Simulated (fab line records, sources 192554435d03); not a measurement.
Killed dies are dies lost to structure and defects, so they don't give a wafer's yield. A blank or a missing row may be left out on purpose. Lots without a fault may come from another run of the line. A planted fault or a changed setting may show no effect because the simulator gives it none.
A struck lot beside a sound one | flow n5_finfet | 22 steps out of a route of 1938
Sound: wafers L372.2, L372.4, L372.6. Struck: wafer L383.1. (L383.2, L383.3 of the same lot were not struck and are left out.) The cause comes at the end.
At each step with rows: each side's tool, then ch and its chambers, then its first start. Under that, the readings that differ: sound wafers | struck wafers | difference of the means | sigmas: that difference in standard deviations of wafers without a fault.
alike: readings whose means differ by less than 2 such deviations, and words and numbers that are the same on both sides. not compared: withheld readings, readings that some wafer has no value for, bounds like >300 that may hide the same value, and numbers for which the record gives no deviation and whose values overlap.
The two part at a step that has a row with sigmas, a row that says differs or no value, or rows on one side only. Numbers that don't overlap but have no deviation are shown without sigmas and don't part them. A reading that every wafer of one side lacks parts them only if that side has two wafers or more.

first, 6 steps without rows for these wafers: N5_BEOL_M1_COAT_05 (resist thk 30 nm); N5_BEOL_M1_EBR_07; N5_BEOL_M1_SOFTBAKE_06 (time 60 s); N5_BEOL_M1_EXPOSE_08 (exposes mask M1); N5_BEOL_M1_PEB_09 (peb time 60 s); N5_BEOL_M1_DEVELOP_10 (develop time 30 s).
N5_BEOL_M1_CD_MEAS_11: target cd 17.05 nm.
  sound on cd_sem-01 ch 0, day 7 07:31; struck on cd_sem-02 ch 0, day 9 12:38
  alike: cd_nm
N5_BEOL_M1_OVL_MEAS_12:
  sound on overlay-02 ch 0, day 7 07:33; struck on overlay-02 ch 0, day 9 12:40
  reading     | sound       | struck | difference | sigmas
  M1_OVL (nm) | 1.0 0.2 1.4 | -0.7   | -1.6       | -2
N5_BEOL_M1_INSPECT_13: inspects for defects (brightfield).
  sound on defect_inspect-02, day 7 07:37; struck on defect_inspect-02, day 9 12:44
  alike: raw_defect_count
N5_BEOL_M1_DESCUM_16: chemistry O2, time 7 s.
  sound on rie_diel-05 ch 0,1,3, day 7 07:39; struck on rie_diel-02 ch 3, day 9 12:46
  alike: drypump_motor_current_A, oes_product_au, rf_vpp_V, showerhead_plenum_p_Torr, throttle_valve_pct
  not compared: rf_hours_counter_h
N5_BEOL_M1_ETCH_74: etches underlayer in N2/H2, target depth 6.5 nm, time 5.2 s.
  sound on rie_diel-05 ch 0,1,3, day 7 07:41; struck on rie_diel-02 ch 3, day 9 12:48
  alike: bias_w, drypump_motor_current_A, etch_rf_on_time_s, oes_product_au, rf_vpp_V, showerhead_plenum_p_Torr, throttle_valve_pct
  not compared: rf_hours_counter_h
N5_BEOL_M1_ETCH_63: etches SiARC in CF4, target depth 15.6 nm, time 26 s.
  sound on rie_diel-05 ch 0,1,3, day 7 07:42; struck on rie_diel-02 ch 3, day 9 12:49
  alike: bias_w, drypump_motor_current_A, etch_rf_on_time_s, oes_product_au, rf_vpp_V, showerhead_plenum_p_Torr, throttle_valve_pct
  not compared: rf_hours_counter_h
N5_BEOL_M1_ETCH_64: etches SOC in N2/H2, target depth 75 nm, overetch 15 nm, time 112.5 s.
  sound on rie_diel-05 ch 0,1,3, day 7 07:44; struck on rie_diel-02 ch 3, day 9 12:50
  reading                                    | sound             | struck | difference | sigmas
  rf_vpp_V (V)                               | 522.2 526.1 523.6 | 529.1  | +5.1       | +2
  model.SiARC_of_BEOL_M1_COAT_62.thk_nm (nm) | 7.2 6.8 6.8       | 3.8    | -3.1       |
  model.BEOL_M1.cd_offset_nm (nm)            | 0.2 -0.2 -0.4     | 1      | +1         |
  alike: bias_w, drypump_motor_current_A, oes_product_au, showerhead_plenum_p_Torr, throttle_valve_pct
  not compared: rf_hours_counter_h
then, 2 steps without rows for these wafers: N5_BEOL_M1_STRIP_65 (strips in N2/H2); N5_BEOL_M1_STRIP_75 (strips in N2/H2).
N5_BEOL_M1_STRIP_66: strips in CF4.
  sound on rie_diel-05 ch 0,1,3, day 7 07:52; struck on rie_diel-02 ch 3, day 9 12:58
  reading                         | sound             | struck | difference | sigmas
  rf_vpp_V (V)                    | 271.5 271.1 271.3 | 274.6  | +3.3       | +2
  showerhead_plenum_p_Torr (Torr) | 1.77 1.83 1.78    | 1.90   | +0.11      | +2
  alike: drypump_motor_current_A, oes_product_au, throttle_valve_pct
  not compared: rf_hours_counter_h
N5_BEOL_M1_HM_OPEN_17: chemistry Cl2/BCl3, target TiN, target depth 20 nm, overetch 6 nm.
  sound on rie_metal-02 ch 0,1, day 7 07:54; struck on rie_metal-02 ch 1, day 9 13:01
  reading                         | sound         | struck | difference | sigmas
  model.BEOL_M1.cd_offset_nm (nm) | 0.2 -0.2 -0.4 | 1      | +1         |
  alike: bias_w, drypump_motor_current_A, oes_product_au, throttle_valve_pct
  not compared: rf_hours_counter_h
N5_BEOL_M1_STRIP_19: strips in O2.
  sound on rie_diel-05 ch 1,2,3, day 7 08:01; struck on rie_diel-05 ch 2, day 9 13:07
  alike: drypump_motor_current_A, oes_product_au, rf_vpp_V, showerhead_plenum_p_Torr, throttle_valve_pct
  not compared: rf_hours_counter_h
N5_BEOL_M1_CD_MEAS_18: pitch 36 nm, target cd 18 nm.
  sound on cd_sem-03, day 7 08:05; struck on cd_sem-02, day 9 13:11
  reading    | sound          | struck | difference | sigmas
  cd_nm (nm) | 18.1 17.7 17.5 | 19.0   | +1.2       | +4
then, 1 step without rows for these wafers: N5_BEOL_M1_COAT_67 (time 60 s, resist thk 60 nm).
N5_BEOL_M4_RC_MEAS_101:
  sound on prober-02 ch 0, day 8 23:58; struck on prober-01 ch 0, day 11 09:47
  alike: DIBL_N, DIBL_P, IOFF_N, IOFF_P, ION_N, ION_P, SS_N, SS_P, VT_N, VT_P
-- the record jumps here: 5 days lie between the struck wafers' starts before and after (it left off in module BEOL_M4 and takes up again in module PASSIVATION, whose first step shown is number 1936 of the route) --
N5_PASSIVATION_PROBE_49:
  the record has rows for the struck wafers here (prober-01, day 16 04:07) and none for the sound ones

WHERE THEY PART
First at N5_BEOL_M1_OVL_MEAS_12; last, within this record, at N5_PASSIVATION_PROBE_49.

WHY: what the simulator had put in
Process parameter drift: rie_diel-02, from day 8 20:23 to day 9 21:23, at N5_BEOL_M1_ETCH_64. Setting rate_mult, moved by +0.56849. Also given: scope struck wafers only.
